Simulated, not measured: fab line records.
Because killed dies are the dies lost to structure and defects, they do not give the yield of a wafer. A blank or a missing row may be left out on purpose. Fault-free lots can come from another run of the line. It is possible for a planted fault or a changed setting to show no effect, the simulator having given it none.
fab line records -- flow nand-harc
record lots=7, wafers=20, last-day=33
route steps=1302 shown A_ONON_D1@432 END@1302
lots that met no fault: taken from a fault-free run of the same line
start-h: start of the lot's first displayed wafer, in hours after the record's first day -- wait-h: hours elapsed since this lot's preceding step -- " identical to the entry in the row above -- L1.1+2: one row covering several wafers at once -- - value missing, or start not given -- * or withheld: withheld -- < > ~ a bound
route shown NAME@n: names a module that has steps shown in the file, with the first one's number in the route -- usual: mean/standard deviation taken from wafers without a fault -- same: alike in all rows -- chamber/n: place in a boat -- sites: each site's reading -- _std_site: their standard deviation -- _edge_site: inner sites' mean taken away from outer sites' mean -- radius-mm: for every site, how far away it sits from the centre of the wafer -- mask NAME#n: copy n -- behind: the most recent tool/chamber to have shaped the wafer -- hold: why the lot was held/for how many hours/how that ended -- device: the transistor (n, p or np) that didn't switch -- end of line: the tests these same wafers got at the end of their route -- a step with no rows: only its recipe -- killed: count of dies lost to structure and defects at first sort (not the wafer's yield) -- map: dies across one wafer; x = killed, . = not, _ = none there
set.NAME: the run value of the setting; set.NAME@STEP: its run value at that earlier step -- model.NAME: the simulator's own value behind a step, which no gauge read
certain route steps with their lots: each step a table, each wafer a row
services: from which hour (start-h, from the record's first day; less than 0 if before it) a tool's chamber was out of use, for how many hours, and why
## steps
# step NHARC_A_ONON_D1_DEP_12
# recipe target-thk-a=10000, n2-flow-sccm=2750, n2o-flow-sccm=2000, nh3-flow-sccm=500, sih4-flow-sccm=210, temp-c=400
# step NHARC_A_ONON_D1_THK_MEAS_14
# recipe thk-meas-gauge=ellipsometry
# usual thk-nm=1001/6.8
lot.wafer,tool,chamber,start-h,wait-h,thk-nm
L271.3,film-metro-02,-,265.85,-,1006
L271.5,film-metro-02,-,265.85,-,1004
L272.1,film-metro-01,-,270.00,-,1000
L272.5,film-metro-01,-,270.00,-,1001
L272.6,film-metro-01,-,270.00,-,1001
L274.1,film-metro-01,-,291.43,-,1000
L274.2,film-metro-01,-,291.43,-,1002
L274.5,film-metro-01,-,291.43,-,1000
L275.1,film-metro-01,-,313.37,-,1002
L275.2,film-metro-01,-,313.37,-,1001
L275.5,film-metro-01,-,313.37,-,1001
L277.1,film-metro-02,-,324.84,-,1008
L277.4,film-metro-02,-,324.84,-,1006
L277.6,film-metro-02,-,324.84,-,1006
L279.1,film-metro-01,-,358.52,-,996
L279.2,film-metro-01,-,358.52,-,996
L279.3,film-metro-01,-,358.52,-,995
L284.3,film-metro-01,-,399.74,-,1005
L284.4,film-metro-01,-,399.74,-,1005
L284.6,film-metro-01,-,399.74,-,1005
# step NHARC_A_ONON_D1_ANNEAL_15
# recipe temp-c=750, time-s=3600
# step NHARC_A_ONON_D1_DEP_16
# recipe target-thk-a=10000, n2-flow-sccm=2750, n2o-flow-sccm=2000, nh3-flow-sccm=500, sih4-flow-sccm=210, temp-c=400
# step NHARC_A_ONON_D1_THK_MEAS_18
# recipe thk-meas-gauge=ellipsometry
# usual thk-nm=999/7.6
lot.wafer,tool,chamber,start-h,wait-h,thk-nm
L271.3,film-metro-02,-,273.62,-,998
L271.5,film-metro-02,-,273.62,-,996
L272.1,film-metro-01,-,279.21,-,995
L272.5,film-metro-01,-,279.21,-,993
L272.6,film-metro-01,-,279.21,-,994
L274.1,film-metro-01,-,299.25,-,1001
L274.2,film-metro-01,-,299.25,-,1003
L274.5,film-metro-01,-,299.25,-,1001
L275.1,film-metro-02,-,321.82,-,989
L275.2,film-metro-02,-,321.82,-,990
L275.5,film-metro-02,-,321.82,-,989
L277.1,film-metro-02,-,332.60,-,1002
L277.4,film-metro-02,-,332.60,-,1000
L277.6,film-metro-02,-,332.60,-,1000
L279.1,film-metro-01,-,366.28,-,1001
L279.2,film-metro-01,-,366.28,-,1000
L279.3,film-metro-01,-,366.28,-,1001
L284.3,film-metro-02,-,408.05,-,999
L284.4,film-metro-02,-,408.05,-,1002
L284.6,film-metro-02,-,408.05,-,1000
# step NHARC_A_ONON_D1_DEP_19
# recipe target-thk-a=10000, n2-flow-sccm=2750, n2o-flow-sccm=2000, nh3-flow-sccm=500, sih4-flow-sccm=210, temp-c=400
# step NHARC_A_ONON_D1_THK_MEAS_21
# recipe thk-meas-gauge=ellipsometry
# usual thk-nm=1001/11
lot.wafer,tool,chamber,start-h,wait-h,thk-nm
L271.3,film-metro-01,-,274.19,-,1002
L271.5,film-metro-01,-,274.19,-,1005
L272.1,film-metro-02,-,279.77,-,1006
L272.5,film-metro-02,-,279.77,-,1008
L272.6,film-metro-02,-,279.77,-,1006
L274.1,film-metro-02,-,299.82,-,981
L274.2,film-metro-02,-,299.82,-,980
L274.5,film-metro-02,-,299.82,-,979
L275.1,film-metro-01,-,322.53,-,1007
L275.2,film-metro-01,-,322.53,-,1008
L275.5,film-metro-01,-,322.53,-,1008
L277.1,film-metro-01,-,333.17,-,996
L277.4,film-metro-01,-,333.17,-,998
L277.6,film-metro-01,-,333.17,-,996
L279.1,film-metro-02,-,366.89,-,1014
L279.2,film-metro-02,-,366.89,-,1013
L279.3,film-metro-02,-,366.89,-,1013
L284.3,film-metro-02,-,408.61,-,1009
L284.4,film-metro-02,-,408.61,-,1009
L284.6,film-metro-02,-,408.61,-,1009
# step NHARC_A_ONON_D1_DEP_22
# recipe target-thk-a=10000, n2-flow-sccm=2750, n2o-flow-sccm=2000, nh3-flow-sccm=500, sih4-flow-sccm=210, temp-c=400
# step NHARC_A_ONON_D1_THK_MEAS_24
# recipe thk-meas-gauge=ellipsometry
# usual thk-nm=1004/11
lot.wafer,tool,chamber,start-h,wait-h,thk-nm
L271.3,film-metro-01,-,274.74,-,987
L271.5,film-metro-01,-,274.74,-,987
L272.1,film-metro-01,-,280.34,-,1013
L272.5,film-metro-01,-,280.34,-,1012
L272.6,film-metro-01,-,280.34,-,1012
L274.1,film-metro-01,-,300.39,-,1004
L274.2,film-metro-01,-,300.39,-,1003
L274.5,film-metro-01,-,300.39,-,1003
L275.1,film-metro-02,-,323.22,-,992
L275.2,film-metro-02,-,323.22,-,991
L275.5,film-metro-02,-,323.22,-,992
L277.1,film-metro-02,-,333.73,-,1005
L277.4,film-metro-02,-,333.73,-,1004
L277.6,film-metro-02,-,333.73,-,1004
L279.1,film-metro-01,-,367.54,-,1000
L279.2,film-metro-01,-,367.54,-,1000
L279.3,film-metro-01,-,367.54,-,1000
L284.3,film-metro-01,-,409.17,-,1007
L284.4,film-metro-01,-,409.17,-,1006
L284.6,film-metro-01,-,409.17,-,1008
# step NHARC_A_ONON_D1_DEP_25
# recipe target-thk-a=10000, n2-flow-sccm=2750, n2o-flow-sccm=2000, nh3-flow-sccm=500, sih4-flow-sccm=210, temp-c=400
# step NHARC_A_ONON_D1_THK_MEAS_27
# recipe thk-meas-gauge=ellipsometry
# usual thk-nm=1000/7.7
lot.wafer,tool,chamber,start-h,wait-h,thk-nm
L271.3,film-metro-02,-,275.31,-,989
L271.5,film-metro-02,-,275.31,-,989
L272.1,film-metro-01,-,280.91,-,1002
L272.5,film-metro-01,-,280.91,-,1000
L272.6,film-metro-01,-,280.91,-,1000
L274.1,film-metro-02,-,300.95,-,987
L274.2,film-metro-02,-,300.95,-,984
L274.5,film-metro-02,-,300.95,-,985
L275.1,film-metro-02,-,323.93,-,1009
L275.2,film-metro-02,-,323.93,-,1007
L275.5,film-metro-02,-,323.93,-,1007
L277.1,film-metro-02,-,334.30,-,999
L277.4,film-metro-02,-,334.30,-,998
L277.6,film-metro-02,-,334.30,-,999
L279.1,film-metro-02,-,368.11,-,1001
L279.2,film-metro-02,-,368.11,-,1002
L279.3,film-metro-02,-,368.11,-,1000
L284.3,film-metro-01,-,409.75,-,998
L284.4,film-metro-01,-,409.75,-,1000
L284.6,film-metro-01,-,409.75,-,998
# step NHARC_A_ONON_D1_DEP_28
# recipe target-thk-a=10000, n2-flow-sccm=2750, n2o-flow-sccm=2000, nh3-flow-sccm=500, sih4-flow-sccm=210, temp-c=400
# usual n2-flow-sccm=2747/8.2, nh3-flow-sccm=499.8/1.4
lot.wafer,tool,chamber,start-h,wait-h,n2-flow-sccm,nh3-flow-sccm
L271.3,pecvd-onon-03,0,275.48,0.2,2741,499.2
L271.5,pecvd-onon-03,0,275.48,0.2,2733,502.6
L272.1,pecvd-onon-03,0,280.96,0.1,2745,499.8
L272.5,pecvd-onon-03,0,280.96,0.1,2755,502.8
L272.6,pecvd-onon-03,0,280.96,0.1,2740,500.2
L274.1,pecvd-onon-03,0,301.01,0.1,2758,499.9
L274.2,pecvd-onon-03,0,301.01,0.1,2760,503.0
L274.5,pecvd-onon-03,0,301.01,0.1,2750,500.1
L275.1,pecvd-onon-04,0,324.08,0.1,2754,498.7
L275.2,pecvd-onon-04,0,324.08,0.1,2750,499.7
L275.5,pecvd-onon-04,0,324.08,0.1,2759,499.1
L277.1,pecvd-onon-02,0,334.36,0.1,2736,499.4
L277.4,pecvd-onon-02,0,334.36,0.1,2733,499.1
L277.6,pecvd-onon-02,0,334.36,0.1,2730,502.7
L279.1,pecvd-onon-03,0,368.17,0.1,2751,499.1
L279.2,pecvd-onon-03,0,368.17,0.1,2739,499.9
L279.3,pecvd-onon-03,0,368.17,0.1,2753,499.6
L284.3,pecvd-onon-02,0,409.92,0.2,2741,499.7
L284.4,pecvd-onon-02,0,409.92,0.2,2741,499.9
L284.6,pecvd-onon-02,0,409.92,0.2,2751,499.6
# step NHARC_A_ONON_D1_THK_MEAS_30
# recipe thk-meas-gauge=ellipsometry
# usual thk-nm=1002/9.8
lot.wafer,tool,chamber,start-h,wait-h,thk-nm
L271.3,film-metro-02,-,275.88,-,1002
L271.5,film-metro-02,-,275.88,-,632
L272.1,film-metro-01,-,281.48,-,1004
L272.5,film-metro-01,-,281.48,-,637
L272.6,film-metro-01,-,281.48,-,1006
L274.1,film-metro-02,-,301.51,-,1006
L274.2,film-metro-02,-,301.51,-,1004
L274.5,film-metro-02,-,301.51,-,636
L275.1,film-metro-01,-,324.59,-,1003
L275.2,film-metro-01,-,324.59,-,1004
L275.5,film-metro-01,-,324.59,-,1004
L277.1,film-metro-02,-,334.86,-,1002
L277.4,film-metro-02,-,334.86,-,1002
L277.6,film-metro-02,-,334.86,-,1000
L279.1,film-metro-01,-,368.68,-,996
L279.2,film-metro-01,-,368.68,-,997
L279.3,film-metro-01,-,368.68,-,997
L284.3,film-metro-01,-,410.31,-,1012
L284.4,film-metro-01,-,410.31,-,1013
L284.6,film-metro-01,-,410.31,-,1012
# step NHARC_A_ONON_D1_DEP_33
# recipe target-thk-a=2000, temp-c=400, pressure-torr=6.5, rf-w=900, teos-flow-sccm=161.4, flow-sccm=2650, target-thk-nm=200, gas=O2, material=SiO2
# usual heater-power-w=532/68, mfc-precursor-sccm=161.5/0.46, rf-fwd-power-W=897.3/2.8, throttle-valve-pct=15.7/0.57
lot.wafer,tool,chamber,start-h,wait-h,heater-power-w,mfc-precursor-sccm,rf-fwd-power-W,throttle-valve-pct
L271.3,pecvd-02,0,275.99,0.1,526,161.9,899.9,15.6
L271.5,pecvd-02,0,275.99,0.1,533,162.2,900.1,15.7
L272.1,pecvd-02,0,281.62,0.1,470,161.5,897.5,15.6
L272.6,pecvd-02,1,281.62,0.1,434,161.5,897.0,16.4
L272.5,pecvd-02,2,281.62,0.1,589,161.8,898.4,16.5
L274.1,pecvd-03,1,301.62,0.1,575,160.8,902.9,15.5
L274.2,pecvd-03,2,301.62,0.1,651,161.5,901.2,16.1
L274.5,pecvd-03,0,301.62,0.1,574,162.8,893.0,14.8
L275.1,pecvd-02,0,324.65,0.1,528,161.0,900.8,15.7
L275.2,pecvd-02,2,324.65,0.1,591,161.6,897.0,16.6
L275.5,pecvd-02,0,324.65,0.1,521,161.8,901.4,15.9
L277.1,pecvd-03,2,334.92,0.1,593,161.7,893.7,16.2
L277.6,pecvd-03,0,334.92,0.1,564,162.6,896.0,14.9
L277.4,pecvd-03,1,334.92,0.1,537,160.3,895.7,16.2
L279.2,pecvd-04,0,368.74,0.1,443,161.3,901.8,14.7
L279.1,pecvd-04,1,368.74,0.1,370,161.6,896.9,15.9
L279.3,pecvd-04,2,368.74,0.1,576,161.8,898.0,16.1
L284.3,pecvd-03,1,410.37,0.1,586,162.2,900.1,15.6
L284.4,pecvd-03,2,410.37,0.1,609,160.8,899.1,16.0
L284.6,pecvd-03,0,410.37,0.1,543,161.6,893.5,15.1
# step NHARC_END_SORT_01
# recipe temp-c=25
# usual killed-at-array=58/20, killed-at-other=0.9/1.4, killed-at-periphery=4/3.1, killed-dies=63/20, killed-open=3.3/1.8, killed-short=2.4/1.5
# same gross-dies=677
lot.wafer,tool,chamber,start-h,wait-h,killed-at-array,killed-at-other,killed-at-periphery,killed-dies,killed-open,killed-short
L271.5,prober-01,0,676.87,3.6,676,0,1,677,1,2
L272.5,prober-01,0,690.94,3.7,672,0,5,677,3,0
L274.5,prober-01,0,725.73,3.6,675,1,1,677,3,3
L275.1,prober-01,0,730.37,2.6,60,1,4,65,4,2
L275.2,prober-01,0,731.19,2.9,60,0,4,64,3,2
L275.5,prober-01,0,733.62,3.8,55,1,4,60,4,3
L277.4,prober-01,0,740.65,3.4,47,0,4,51,1,2
L277.6,prober-01,0,742.22,3.9,44,0,7,51,4,0
# killed by level:class
L271.5 A_ONON_D1:area-dep=613 A_CHANNEL_HOLE_D1:chamber-film-flake=35 A_SLIT:chamber-film-flake=16 A_CONTACT:chamber-film-flake=5 A_STAIRCASE:chamber-film-flake=2 A_CHANNEL_HOLE_D2:geometric-particle:open=1 A_CHANNEL_FILL_D2:geometric-particle:short=1 A_WL_FILL:geometric-particle:short=1
L272.5 A_ONON_D1:area-dep=589 A_SLIT:chamber-film-flake=33 A_CHANNEL_HOLE_D1:chamber-film-flake=28 A_CHANNEL_HOLE_D2:chamber-film-flake=8 A_WL_FILL:chamber-film-flake=5 P_ZERO_WELL:chamber-film-flake=3 A_STAIRCASE:chamber-film-flake=3 A_CONTACT:chamber-film-flake=2
L274.5 A_ONON_D1:area-dep=610 A_CHANNEL_HOLE_D1:chamber-film-flake=36 A_CHANNEL_HOLE_D2:chamber-film-flake=17 A_ONON_D1:geometric-particle:short=2 A_DECK1_JOINT:geometric-particle:open=2 A_SLIT:chamber-film-flake=2 A_DECK1_JOINT:chamber-film-flake=2 A_CONTACT:chamber-film-flake=2
L275.1 A_SLIT:chamber-film-flake=34 A_CHANNEL_HOLE_D1:chamber-film-flake=10 A_STAIRCASE:chamber-film-flake=5 A_CONTACT:chamber-film-flake=5 P_M1:geometric-particle:open=2 A_CHANNEL_HOLE_D2:chamber-film-flake=2 P_GATE:geometric-particle:open=1 A_ONON_D1:geometric-particle:short=1
L275.2 A_SLIT:chamber-film-flake=23 A_CHANNEL_HOLE_D1:chamber-film-flake=18 A_CONTACT:chamber-film-flake=8 A_STAIRCASE:chamber-film-flake=4 P_GATE:geometric-particle:open=1 P_CONTACT:geometric-particle:open=1 A_ONON_D2:geometric-particle:short=1 A_CHANNEL_FILL_D2:geometric-particle:open=1
L275.5 A_SLIT:chamber-film-flake=23 A_CHANNEL_HOLE_D1:chamber-film-flake=11 A_CONTACT:chamber-film-flake=8 A_DECK1_JOINT:chamber-film-flake=3 P_CONTACT:geometric-particle:open=2 A_WL_FILL:geometric-particle:short=2 A_CHANNEL_HOLE_D2:chamber-film-flake=2 A_STAIRCASE:chamber-film-flake=2
L277.4 A_CHANNEL_HOLE_D1:chamber-film-flake=30 P_M2:chamber-film-flake=4 A_SLIT:chamber-film-flake=4 A_CONTACT:chamber-film-flake=4 A_WL_FILL:chamber-film-flake=2 A_WL_FILL:geometric-particle:short=1 A_CONTACT:geometric-particle:short=1 A_M0:geometric-particle:open=1
L277.6 A_CHANNEL_HOLE_D1:chamber-film-flake=32 P_M2:chamber-film-flake=5 A_SLIT:chamber-film-flake=3 A_M0:geometric-particle:open=2 A_STAIRCASE:chamber-film-flake=2 A_CONTACT:chamber-film-flake=2 P_M1:geometric-particle:open=1 A_CHANNEL_FILL_D1:geometric-particle:open=1
# map L271.5 (x killed, . not)
____________x____________
_________xxxxxxx_________
_______xxxxxxxxxxx_______
______xxxxxxxxxxxxx______
_____xxxxxxxxxxxxxxx_____
____xxxxxxxxxxxxxxxxx____
____xxxxxxxxxxxxxxxxx____
___xxxxxxxxxxxxxxxxxxx___
___xxxxxxxxxxxxxxxxxxx___
__xxxxxxxxxxxxxxxxxxxxx__
__xxxxxxxxxxxxxxxxxxxxx__
_xxxxxxxxxxxxxxxxxxxxxxx_
_xxxxxxxxxxxxxxxxxxxxxxx_
_xxxxxxxxxxxxxxxxxxxxxxx_
_xxxxxxxxxxxxxxxxxxxxxxx_
_xxxxxxxxxxxxxxxxxxxxxxx_
xxxxxxxxxxxxxxxxxxxxxxxxx
xxxxxxxxxxxxxxxxxxxxxxxxx
xxxxxxxxxxxxxxxxxxxxxxxxx
xxxxxxxxxxxxxxxxxxxxxxxxx
xxxxxxxxxxxxxxxxxxxxxxxxx
_xxxxxxxxxxxxxxxxxxxxxxx_
_xxxxxxxxxxxxxxxxxxxxxxx_
_xxxxxxxxxxxxxxxxxxxxxxx_
_xxxxxxxxxxxxxxxxxxxxxxx_
_xxxxxxxxxxxxxxxxxxxxxxx_
__xxxxxxxxxxxxxxxxxxxxx__
__xxxxxxxxxxxxxxxxxxxxx__
___xxxxxxxxxxxxxxxxxxx___
___xxxxxxxxxxxxxxxxxxx___
____xxxxxxxxxxxxxxxxx____
____xxxxxxxxxxxxxxxxx____
_____xxxxxxxxxxxxxxx_____
______xxxxxxxxxxxxx______
_______xxxxxxxxxxx_______
_________xxxxxxx_________
____________x____________
# map L272.5 (x killed, . not)
____________x____________
_________xxxxxxx_________
_______xxxxxxxxxxx_______
______xxxxxxxxxxxxx______
_____xxxxxxxxxxxxxxx_____
____xxxxxxxxxxxxxxxxx____
____xxxxxxxxxxxxxxxxx____
___xxxxxxxxxxxxxxxxxxx___
___xxxxxxxxxxxxxxxxxxx___
__xxxxxxxxxxxxxxxxxxxxx__
__xxxxxxxxxxxxxxxxxxxxx__
_xxxxxxxxxxxxxxxxxxxxxxx_
_xxxxxxxxxxxxxxxxxxxxxxx_
_xxxxxxxxxxxxxxxxxxxxxxx_
_xxxxxxxxxxxxxxxxxxxxxxx_
_xxxxxxxxxxxxxxxxxxxxxxx_
xxxxxxxxxxxxxxxxxxxxxxxxx
xxxxxxxxxxxxxxxxxxxxxxxxx
xxxxxxxxxxxxxxxxxxxxxxxxx
xxxxxxxxxxxxxxxxxxxxxxxxx
xxxxxxxxxxxxxxxxxxxxxxxxx
_xxxxxxxxxxxxxxxxxxxxxxx_
_xxxxxxxxxxxxxxxxxxxxxxx_
_xxxxxxxxxxxxxxxxxxxxxxx_
_xxxxxxxxxxxxxxxxxxxxxxx_
_xxxxxxxxxxxxxxxxxxxxxxx_
__xxxxxxxxxxxxxxxxxxxxx__
__xxxxxxxxxxxxxxxxxxxxx__
___xxxxxxxxxxxxxxxxxxx___
___xxxxxxxxxxxxxxxxxxx___
____xxxxxxxxxxxxxxxxx____
____xxxxxxxxxxxxxxxxx____
_____xxxxxxxxxxxxxxx_____
______xxxxxxxxxxxxx______
_______xxxxxxxxxxx_______
_________xxxxxxx_________
____________x____________
## services
tool,chamber,start-h,hours,kind
pecvd-04,-,269.01,13.0,pm
pecvd-04,0,269.01,13.0,vent-cycle
pecvd-04,1,269.01,13.0,vent-cycle
pecvd-04,2,269.01,15.6,vent-cycle
pecvd-04,0,282.01,-,clean
pecvd-04,1,282.01,-,clean
pecvd-onon-03,-,304.18,1.9,repair
pecvd-onon-04,-,311.08,13.0,pm
pecvd-03,1,362.15,10.5,repair
pecvd-03,-,366.08,13.0,pm
pecvd-03,0,366.08,13.0,vent-cycle
pecvd-03,2,366.08,13.0,vent-cycle
pecvd-onon-02,-,366.27,13.0,pm
pecvd-03,0,379.08,-,clean
pecvd-03,1,379.08,-,clean
pecvd-03,2,379.08,-,clean
pecvd-02,-,388.21,1.6,repair
pecvd-02,-,408.51,13.0,pm
pecvd-02,0,408.51,13.0,vent-cycle
pecvd-02,1,408.51,13.0,vent-cycle
pecvd-02,2,408.51,13.0,vent-cycle
## key
first-sign step=NHARC_A_ONON_D1_THK_MEAS_30, reading=thk-nm, direction=down, sigmas=38, usual=1002, struck=635
effect step=NHARC_END_SORT_01, reading=killed-at-array, direction=up, sigmas=32, usual=58, struck=674
more-kills-born-at NHARC_A_ONON_D1_DEP_28@pecvd-onon-03=1812
met-at NHARC_A_ONON_D1_DEP_28
struck-wafers L271.5,L272.5,L274.5
later-rows-left-out L271.5,L272.5,L274.5
tester-left-out L271,L272,L274
fault kind=process-parameter-drift, tool=pecvd-onon-03, chamber=-, onset-h=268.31, steps=NHARC_A_ONON_D1_DEP_28, channel=target-thk-a, offset=*, shape=step, end-h=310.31, scope=struck-wafers-only, acts-in=*, stated=*
# tester-left-out: of these lots the tester's yield and bins aren't shown, on N5 and GAA mostly nor the transistor test; their killed dies are dies lost to structure and defects alone, not to doping, threshold or leakage, so they don't give the yield
# later-rows-left-out: the simulator's readings of these wafers behind a module that went badly wrong aren't trusted and aren't shown, but for the sort
